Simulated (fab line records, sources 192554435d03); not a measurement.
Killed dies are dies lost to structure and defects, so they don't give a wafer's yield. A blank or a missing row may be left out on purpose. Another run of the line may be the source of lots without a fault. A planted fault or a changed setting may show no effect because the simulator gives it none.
fab line records    flow n5_finfet    part 1 of 2: steps 1 to 4 of 6
record lots=22  wafers=66  last_day=18
route steps=1938 shown BEOL_M0@734 BEOL_M1@767
lots with no fault: from the same line, run without faults
start_h: hours from the record's first day to the start of the lot's first wafer shown    wait_h: hours since the lot's step before    " as in the row above    L1.1+2: a row that stands for several wafers    - either no value or no given start    * or withheld: withheld    < > ~ a bound
route shown NAME@n: a module of which the file shows steps, and the number in the route of the first    usual: mean and standard deviation over wafers with no fault    same: alike in all rows    chamber/n: place in a boat    sites: readings site by site    _std_site: their standard deviation    _edge_site: outer sites' mean less inner sites'    radius_mm: how far each site lies from the wafer's centre    mask NAME#n: copy n    behind: tool/chamber where the wafer was last shaped    hold: what put the lot on hold/how long, in hours/how the hold closed    device: names the non-switching transistor (n, p or np)    end of line: the same wafers' tests at the end of the route    where a step has no rows: the recipe by itself    killed: count of dies lost to structure and defects at first sort (not the wafer's yield)    map: the dies of a wafer, with x for killed, . for not killed, _ for no die there
set.NAME: the run value of the setting; set.NAME@STEP: its run value at that earlier step    model.NAME: the simulator's own value behind a step, which no gauge read
a sample of lots followed through the steps of the route, with each step as a table and each wafer as a row
services: the hour from which a tool's chamber was out of use, counted from the record's first day as start_h (under 0 if before that day), plus the number of hours and why
## steps
# step N5_BEOL_M0_SPUTTER_116
# recipe material=Cu  target_thk_a=40  temp_c=-20  chamber_pressure_pa=0.07  power_w=withheld  time_s=7.37
# usual throttle_valve_pct=29.7/1.3
# same time_s=7.37
lot.wafer  tool            chamber  start_h  wait_h  throttle_valve_pct
L074.4     pvd_sputter-02  -        117.71   0.1     31.4
L074.5     "               -        "        "       31.4
L074.6     "               -        "        "       27.9
L075.2     pvd_sputter-01  -        127.32   0.1     29.5
L075.4     "               -        "        "       28.1
L075.6     "               -        "        "       28.0
L076.2     pvd_sputter-01  -        133.47   0.2     28.5
L076.3     "               -        "        "       28.1
L076.5     "               -        "        "       28.0
L077.1     pvd_sputter-02  -        137.97   1.1     31.3
L077.2     "               -        "        "       29.0
L077.5     "               -        "        "       29.0
L078.2     pvd_sputter-02  -        145.32   0.1     31.8
L078.5     "               -        "        "       31.0
L078.6     "               -        "        "       29.1
L079.3     pvd_sputter-01  -        156.42   0.1     29.8
L079.4     "               -        "        "       28.7
L079.5     "               -        "        "       29.9
L081.2     pvd_sputter-02  -        175.70   0.1     28.8
L081.4     "               -        "        "       31.2
L081.5     "               -        "        "       27.9
L082.1     pvd_sputter-03  -        175.76   0.1     30.8
L082.3     "               -        "        "       28.0
L082.5     "               -        "        "       30.3
L080.2     pvd_sputter-01  -        176.01   0.2     29.8
L080.5     "               -        "        "       31.0
L080.6     "               -        "        "       28.2
L083.1     pvd_sputter-02  -        176.18   0.2     30.9
L083.3     "               -        "        "       28.7
L083.4     "               -        "        "       28.0
L085.1     pvd_sputter-01  -        182.32   0.1     28.1
L085.2     "               -        "        "       29.7
L085.6     "               -        "        "       30.8
L084.2     pvd_sputter-03  -        182.56   0.2     30.1
L084.4     "               -        "        "       30.2
L084.6     "               -        "        "       30.3
L087.3     pvd_sputter-03  -        190.27   0.1     30.1
L087.4     "               -        "        "       28.1
L087.5     "               -        "        "       30.2
L086.3     pvd_sputter-03  -        192.75   0.1     30.4
L086.4     "               -        "        "       30.4
L086.5     "               -        "        "       30.6
L088.2     pvd_sputter-02  -        205.51   1.5     29.1
L088.4     "               -        "        "       28.3
L088.5     "               -        "        "       31.4
L089.2     pvd_sputter-01  -        212.79   0.1     28.3
L089.3     "               -        "        "       29.9
L089.5     "               -        "        "       31.0
L090.3     pvd_sputter-02  -        224.43   0.1     31.0
L090.4     "               -        "        "       31.2
L090.5     "               -        "        "       28.9
L092.1     pvd_sputter-02  -        228.77   1.5     28.9
L092.2     "               -        "        "       31.2
L092.3     "               -        "        "       28.4
L091.1     pvd_sputter-02  -        232.29   0.1     27.8
L091.2     "               -        "        "       31.0
L091.3     "               -        "        "       29.1
L094.1     pvd_sputter-01  -        245.51   0.1     29.7
L094.5     "               -        "        "       30.9
L094.6     "               -        "        "       28.4
L095.2     pvd_sputter-02  -        257.43   1.5     28.7
L095.3     "               -        "        "       30.8
L095.4     "               -        "        "       31.1
L096.1     pvd_sputter-01  -        267.50   0.1     28.2
L096.2     "               -        "        "       29.9
L096.4     "               -        "        "       28.5
# step N5_BEOL_M0_CO_CAP_123
# recipe material=Co  target_thk_a=20  temp_c=200  precursor=CCTBA/H2  pressure_torr=30  time_s=102.1
# usual heater_power_w=234/22
# same time_s=102.1
lot.wafer  tool       chamber  start_h  wait_h  heater_power_w
L074.4     cvd_co-02  0        119.36   0.1     265
L074.5     "          0        "        "       272
L074.6     "          2        "        "       212
L075.2     cvd_co-01  0        128.89   0.0     225
L075.4     "          0        "        "       226
L075.6     "          2        "        "       225
L076.2     cvd_co-02  0        134.73   0.0     266
L076.3     "          2        "        "       208
L076.5     "          0        "        "       261
L077.1     cvd_co-01  1        139.20   0.0     232
L077.2     "          0        "        "       229
L077.5     "          0        "        "       218
L078.2     cvd_co-01  0        146.95   0.0     217
L078.5     "          2        "        "       220
L078.6     "          0        "        "       222
L079.3     cvd_co-01  1        157.65   0.0     230
L079.4     "          0        "        "       228
L079.5     "          2        "        "       216
L081.2     cvd_co-02  2        177.19   0.0     208
L081.4     "          1        "        "       257
L081.5     "          0        "        "       269
L082.1     cvd_co-02  1        177.30   0.0     256
L082.3     "          2        "        "       207
L082.5     "          2        "        "       209
L080.2     cvd_co-02  0        177.41   0.0     275
L080.5     "          2        "        "       208
L080.6     "          1        "        "       250
L083.1     cvd_co-01  1        177.62   0.0     230
L083.3     "          0        "        "       223
L083.4     "          0        "        "       228
L085.1     cvd_co-02  1        184.18   0.0     251
L085.2     "          2        "        "       203
L085.6     "          1        "        "       257
L084.2     cvd_co-02  2        184.48   0.0     209
L084.4     "          2        "        "       209
L084.6     "          1        "        "       256
L087.3     cvd_co-01  0        191.70   0.0     221
L087.4     "          0        "        "       224
L087.5     "          2        "        "       218
L086.3     cvd_co-01  0        193.98   0.0     225
L086.4     "          2        "        "       212
L086.5     "          1        "        "       230
L088.2     cvd_co-02  1        208.60   0.0     254
L088.4     "          0        "        "       265
L088.5     "          1        "        "       252
L089.2     cvd_co-01  2        214.02   0.0     220
L089.3     "          0        "        "       224
L089.5     "          2        "        "       218
L090.3     cvd_co-01  2        225.65   0.0     220
L090.4     "          2        "        "       211
L090.5     "          1        "        "       231
L092.1     cvd_co-01  1        229.99   0.0     231
L092.2     "          2        "        "       223
L092.3     "          0        "        "       221
L091.1     cvd_co-01  1        233.63   0.0     236
L091.2     "          0        "        "       223
L091.3     "          2        "        "       214
L094.1     cvd_co-02  0        247.98   0.0     277
L094.5     "          1        "        "       255
L094.6     "          2        "        "       215
L095.2     cvd_co-02  1        258.66   0.0     258
L095.3     "          2        "        "       214
L095.4     "          2        "        "       213
L096.1     cvd_co-01  1        268.80   0.0     230
L096.2     "          0        "        "       223
L096.4     "          0        "        "       223
# step N5_BEOL_M1_DESCUM_16
# recipe chemistry=O2  time_s=7  source_power_w=50  bias_power_w=20  pressure_mtorr=20  rf_frequency_hz=2.712e+07  temp_c=40  resist=CAR-EUV  o2_flow_sccm=225
# usual drypump_motor_current_A=5.6/0.32  oes_product_au=0.77/0.093  rf_vpp_V=243.2/1.3  showerhead_plenum_p_Torr=2.11/0.06  temp_c=39.99/0.11  throttle_valve_pct=20.40/0.24
# same time_s=7
lot.wafer  tool         chamber  start_h  wait_h  drypump_motor_current_A  oes_product_au  rf_hours_counter_h  rf_vpp_V  showerhead_plenum_p_Torr  temp_c  throttle_valve_pct
L074.4     rie_diel-04  0        120.52   0.0     5.6                      0.72            228                 244.4     2.16                      39.88   20.52
L074.5     "            2        "        "       6.2                      0.95            -                   243.8     2.07                      39.94   19.90
L074.6     "            1        "        "       6.3                      0.71            -                   242.3     2.16                      39.81   20.59
L075.2     rie_diel-05  2        130.59   0.0     5.9                      0.73            200                 245.2     2.08                      39.98   20.43
L075.4     "            0        "        "       5.4                      0.94            8                   244.9     2.24                      39.83   20.37
L075.6     "            1        "        "       5.2                      0.76            -                   244.7     2.11                      39.85   20.21
L076.2     rie_diel-05  0        139.15   0.0     5.4                      0.94            12                  244.5     2.24                      40.01   20.38
L076.3     "            2        "        "       5.9                      0.73            203                 242.3     2.08                      39.98   20.43
L076.5     "            0        "        "       5.4                      0.93            -                   244.3     2.24                      40.07   20.38
L077.1     rie_diel-01  3        140.30   0.0     5.6                      0.73            131                 239.6     2.01                      40.03   20.28
L077.2     "            1        "        "       5.5                      0.74            164                 243.4     2.09                      40.02   20.38
L077.5     "            2        "        "       5.4                      0.69            -                   242.5     2.07                      39.91   20.90
L078.2     rie_diel-04  3        149.34   0.0     5.9                      0.70            240                 244.0     2.14                      40.10   20.48
L078.5     "            1        "        "       6.3                      0.69            -                   242.8     2.16                      39.94   20.60
L078.6     "            2        "        "       6.2                      0.91            -                   243.2     2.07                      39.87   19.92
L079.3     rie_diel-01  2        158.95   0.0     5.4                      0.68            236                 242.1     2.07                      40.00   20.88
L079.4     "            0        "        "       5.3                      0.84            57                  243.2     2.12                      40.04   20.34
L079.5     "            0        "        "       5.3                      0.85            -                   242.2     2.12                      40.00   20.35
L081.2     rie_diel-01  1        181.45   0.1     5.5                      0.74            174                 242.8     2.09                      40.09   20.39
L081.4     "            3        "        "       5.7                      0.74            140                 242.2     2.01                      39.92   20.29
L081.5     "            3        "        "       5.7                      0.73            -                   243.4     2.01                      40.12   20.30
L082.1     rie_diel-05  0        181.56   0.0     5.4                      0.91            22                  245.6     2.24                      39.94   20.40
L082.3     "            2        "        "       5.9                      0.72            212                 243.5     2.08                      39.61   20.46
L082.5     "            0        "        "       5.4                      0.91            -                   243.3     2.24                      39.84   20.41
L080.2     rie_diel-04  0        181.75   0.1     5.6                      0.70            245                 243.8     2.15                      40.06   20.56
L080.5     "            3        "        "       5.9                      0.69            -                   244.7     2.13                      40.10   20.51
L080.6     "            0        "        "       5.7                      0.70            -                   245.0     2.15                      40.04   20.54
L083.1     rie_diel-05  3        181.79   0.1     5.6                      0.67            214                 242.7     2.08                      39.76   20.56
L083.3     "            1        "        "       5.2                      0.75            143                 241.9     2.11                      40.08   20.23
L083.4     "            0        "        "       5.4                      0.90            22                  244.7     2.24                      39.96   20.38
L085.1     rie_diel-05  2        186.41   0.0     5.9                      0.71            214                 243.0     2.08                      40.24   20.45
L085.2     "            3        "        "       5.6                      0.68            215                 242.2     2.08                      39.92   20.56
L085.6     "            0        "        "       5.4                      0.91            -                   246.5     2.24                      40.25   20.39
L084.2     rie_diel-01  3        186.60   0.0     5.6                      0.74            142                 242.9     2.01                      40.02   20.28
L084.4     "            0        "        "       5.3                      0.83            63                  245.1     2.12                      40.00   20.35
L084.6     "            2        "        "       5.3                      0.69            -                   241.5     2.06                      40.13   20.92
L087.3     rie_diel-01  3        192.80   0.0     5.7                      0.73            144                 242.5     2.01                      39.95   20.30
L087.4     "            0        "        "       5.3                      0.82            65                  246.4     2.12                      39.88   20.35
L087.5     "            2        "        "       5.4                      0.68            -                   244.0     2.06                      40.08   20.92
L086.3     rie_diel-01  2        198.96   0.2     5.4                      0.69            -                   241.7     2.06                      40.04   20.92
L086.4     "            3        "        "       5.7                      0.73            -                   241.8     2.01                      40.08   20.30
L086.5     "            2        "        "       5.4                      0.68            -                   242.3     2.06                      39.98   20.92
L088.2     rie_diel-01  2        210.41   0.1     5.4                      0.68            250                 242.1     2.06                      40.04   20.92
L088.4     "            3        "        "       5.7                      0.73            150                 240.8     2.00                      39.89   20.31
L088.5     "            3        "        "       5.7                      0.73            -                   241.9     2.00                      39.94   20.32
L089.2     rie_diel-04  1        215.10   0.0     6.3                      0.68            236                 244.9     2.15                      39.86   20.63
L089.3     "            3        "        "       5.9                      0.95            3                   244.2     2.13                      40.18   20.15
L089.5     "            2        "        "       6.2                      0.87            -                   241.9     2.06                      40.00   19.95
L090.3     rie_diel-04  1        227.22   0.0     6.3                      0.68            241                 243.9     2.15                      39.93   20.63
L090.4     "            0        "        "       5.7                      1.00            0                   243.2     2.15                      39.78   20.17
L090.5     "            2        "        "       6.2                      0.85            -                   242.5     2.06                      39.99   19.95
L092.1     rie_diel-01  1        233.39   0.0     5.5                      0.72            187                 243.0     2.08                      40.02   20.42
L092.2     "            2        "        "       5.4                      0.68            258                 243.6     2.06                      39.99   20.94
L092.3     "            0        "        "       5.3                      0.81            76                  242.7     2.11                      40.04   20.36
L091.1     rie_diel-05  0        237.24   0.2     5.4                      0.88            40                  243.0     2.23                      39.90   20.42
L091.2     "            3        "        "       5.6                      0.67            228                 243.9     2.08                      40.05   20.58
L091.3     "            2        "        "       5.8                      0.71            229                 242.9     2.07                      40.05   20.48
L094.1     rie_diel-04  1        249.93   0.0     6.3                      0.67            247                 244.0     2.14                      39.98   20.66
L094.5     "            0        "        "       5.6                      0.97            -                   243.6     2.14                      40.08   20.18
L094.6     "            3        "        "       5.9                      0.92            -                   244.8     2.13                      39.84   20.16
L095.2     rie_diel-05  0        262.94   0.2     5.4                      0.85            47                  246.2     2.23                      39.91   20.43
L095.3     "            1        "        "       5.2                      0.72            169                 244.3     2.10                      39.92   20.27
L095.4     "            3        "        "       5.6                      0.66            235                 241.6     2.07                      39.89   20.59
L096.1     rie_diel-04  3        270.60   0.4     5.9                      0.90            22                  243.8     2.12                      40.02   20.17
L096.2     "            1        "        "       6.3                      0.67            249                 243.2     2.14                      39.94   20.67
L096.4     "            0        "        "       5.6                      0.94            14                  242.9     2.14                      39.98   20.20
# step N5_BEOL_M1_ETCH_69
# recipe chemistry=CF4  target=SiARC  target_depth_a=156  mask_material=CAR-EUV  time_s=26  ion_energy_ev=80  pressure_mtorr=40  source_w=545  bias_w=36  Ar_flow_sccm=100  cf4_flow_sccm=100  ends=cleared
# usual drypump_motor_current_A=5.7/0.35  etch_rf_on_time_s=26.0/0.6  oes_product_au=0.67/0.078  rf_vpp_V=184.2/1.1  showerhead_plenum_p_Torr=2.15/0.06  throttle_valve_pct=15.55/0.27
lot.wafer  tool         chamber  start_h  wait_h  drypump_motor_current_A  etch_rf_on_time_s  oes_product_au  rf_hours_counter_h  rf_vpp_V  showerhead_plenum_p_Torr  throttle_valve_pct
L074.4     rie_diel-04  3        121.57   0.0     5.9                      26.8               0.59            233                 184.8     2.21                      15.88
L074.5     "            2        "        "       6.2                      24.9               0.80            -                   183.1     2.09                      14.94
L074.6     "            1        "        "       6.3                      25.9               0.61            -                   187.5     2.21                      15.83
L075.2     rie_diel-05  1        131.52   0.0     5.2                      25.7               0.66            133                 183.5     2.15                      15.35
L075.4     "            3        "        "       5.6                      27.8               0.57            201                 184.5     2.13                      15.74
L075.6     "            2        "        "       5.8                      26.6               0.62            -                   183.3     2.13                      15.64
L076.2     rie_diel-01  0        140.07   0.0     5.3                      25.4               0.72            52                  185.7     2.17                      15.50
L076.3     "            3        "        "       5.7                      26.0               0.64            131                 180.6     2.05                      15.42
L076.5     "            1        "        "       5.5                      25.8               0.65            -                   184.0     2.14                      15.60
L077.1     rie_diel-01  0        141.24   0.0     5.3                      25.1               0.73            52                  185.3     2.17                      15.50
L077.2     "            2        "        "       5.4                      26.6               0.59            231                 184.6     2.12                      16.07
L077.5     "            0        "        "       5.3                      25.2               0.73            -                   182.9     2.17                      15.52
L078.2     rie_diel-01  3        150.89   0.0     5.7                      26.2               0.63            133                 185.5     2.05                      15.42
L078.5     "            3        "        "       5.7                      26.0               0.64            -                   184.6     2.05                      15.42
L078.6     "            0        "        "       5.3                      25.2               0.72            -                   184.6     2.17                      15.50
L079.3     rie_diel-05  3        159.87   0.0     5.6                      27.6               0.58            211                 183.9     2.13                      15.74
L079.4     "            0        "        "       5.4                      26.0               0.78            18                  185.4     2.29                      15.51
L079.5     "            1        "        "       5.2                      26.0               0.65            -                   183.5     2.14                      15.34
L081.2     rie_diel-05  2        182.51   0.0     5.9                      26.8               0.60            213                 183.5     2.12                      15.68
L081.4     "            3        "        "       5.6                      27.6               0.58            214                 183.6     2.13                      15.73
L081.5     "            1        "        "       5.2                      25.9               0.65            -                   183.5     2.14                      15.36
L082.1     rie_diel-05  3        182.67   0.0     5.6                      27.4               0.57            214                 182.6     2.13                      15.76
L082.3     "            0        "        "       5.4                      26.3               0.76            22                  184.6     2.29                      15.50
L082.5     "            3        "        "       5.6                      27.6               0.56            -                   183.5     2.13                      15.75
L080.2     rie_diel-05  2        182.78   0.0     5.8                      26.9               0.60            213                 184.0     2.12                      15.67
L080.5     "            2        "        "       5.8                      26.5               0.61            -                   184.0     2.12                      15.67
L080.6     "            1        "        "       5.2                      25.6               0.66            -                   184.8     2.14                      15.37
L083.1     rie_diel-01  1        182.91   0.0     5.5                      25.9               0.64            175                 184.4     2.13                      15.61
L083.3     "            3        "        "       5.6                      26.7               0.62            141                 182.6     2.05                      15.42
L083.4     "            0        "        "       5.3                      25.7               0.71            62                  184.1     2.17                      15.52
L085.1     rie_diel-01  0        187.33   0.0     5.3                      25.3               0.72            63                  184.1     2.17                      15.54
L085.2     "            1        "        "       5.5                      25.5               0.64            176                 183.7     2.13                      15.62
L085.6     "            2        "        "       5.3                      26.6               0.58            -                   181.9     2.11                      16.08
L084.2     rie_diel-05  1        187.65   0.0     5.2                      25.8               0.64            145                 184.5     2.14                      15.36
L084.4     "            3        "        "       5.6                      27.3               0.57            215                 183.2     2.13                      15.75
L084.6     "            1        "        "       5.2                      25.5               0.65            -                   183.4     2.14                      15.39
L087.3     rie_diel-05  2        193.85   0.0     5.8                      26.4               0.60            216                 183.7     2.12                      15.69
L087.4     "            0        "        "       5.4                      26.0               0.77            -                   185.7     2.29                      15.52
L087.5     "            1        "        "       5.2                      25.7               0.65            -                   183.3     2.14                      15.37
L086.3     rie_diel-04  2        200.41   0.0     6.2                      25.1               0.76            32                  183.7     2.08                      14.99
L086.4     "            1        "        "       6.2                      25.9               0.59            -                   184.5     2.20                      15.88
L086.5     "            2        "        "       6.2                      25.4               0.76            -                   184.8     2.08                      14.99
L088.2     rie_diel-04  2        211.67   0.0     6.2                      25.6               0.74            36                  183.2     2.08                      15.01
L088.4     "            1        "        "       6.3                      26.1               0.59            -                   184.4     2.20                      15.88
L088.5     "            2        "        "       6.2                      25.5               0.75            -                   183.4     2.08                      15.02
L089.2     rie_diel-04  1        216.06   0.0     6.3                      25.8               0.59            237                 184.7     2.20                      15.89
L089.3     "            2        "        "       6.2                      25.2               0.75            37                  184.9     2.08                      15.03
L089.5     "            3        "        "       5.9                      26.0               0.82            -                   185.0     2.20                      15.44
L090.3     rie_diel-01  0        228.14   0.0     5.3                      25.6               0.70            74                  184.0     2.17                      15.55
L090.4     "            2        "        "       5.4                      26.8               0.57            -                   183.3     2.11                      16.11
L090.5     "            0        "        "       5.3                      25.7               0.70            -                   184.1     2.17                      15.56
L092.1     rie_diel-05  3        234.31   0.0     5.6                      27.3               0.56            227                 183.3     2.12                      15.78
L092.2     "            0        "        "       5.4                      26.0               0.74            39                  185.8     2.28                      15.52
L092.3     "            1        "        "       5.2                      25.5               0.64            160                 184.2     2.14                      15.39
L091.1     rie_diel-04  3        238.67   0.0     5.9                      26.1               0.78            11                  184.4     2.20                      15.45
L091.2     "            2        "        "       6.2                      25.2               0.73            45                  183.6     2.08                      15.01
L091.3     "            1        "        "       6.3                      25.6               0.59            243                 184.3     2.20                      15.91
L094.1     rie_diel-04  0        251.24   0.0     5.7                      25.9               0.81            6                   184.0     2.20                      15.34
L094.5     "            1        "        "       6.2                      25.8               0.58            -                   184.2     2.19                      15.92
L094.6     "            0        "        "       5.6                      26.1               0.82            -                   184.5     2.20                      15.33
L095.2     rie_diel-04  2        264.08   0.0     6.2                      25.0               0.73            54                  182.9     2.08                      15.03
L095.3     "            3        "        "       5.9                      26.2               0.77            20                  185.0     2.20                      15.46
L095.4     "            3        "        "       5.9                      26.4               0.76            -                   183.6     2.20                      15.46
L096.1     rie_diel-01  1        271.90   0.0     5.6                      25.7               0.62            203                 184.7     2.12                      15.66
L096.2     "            0        "        "       5.3                      25.3               0.69            92                  184.3     2.16                      15.60
L096.4     "            3        "        "       5.6                      26.5               0.60            -                   184.6     2.04                      15.51
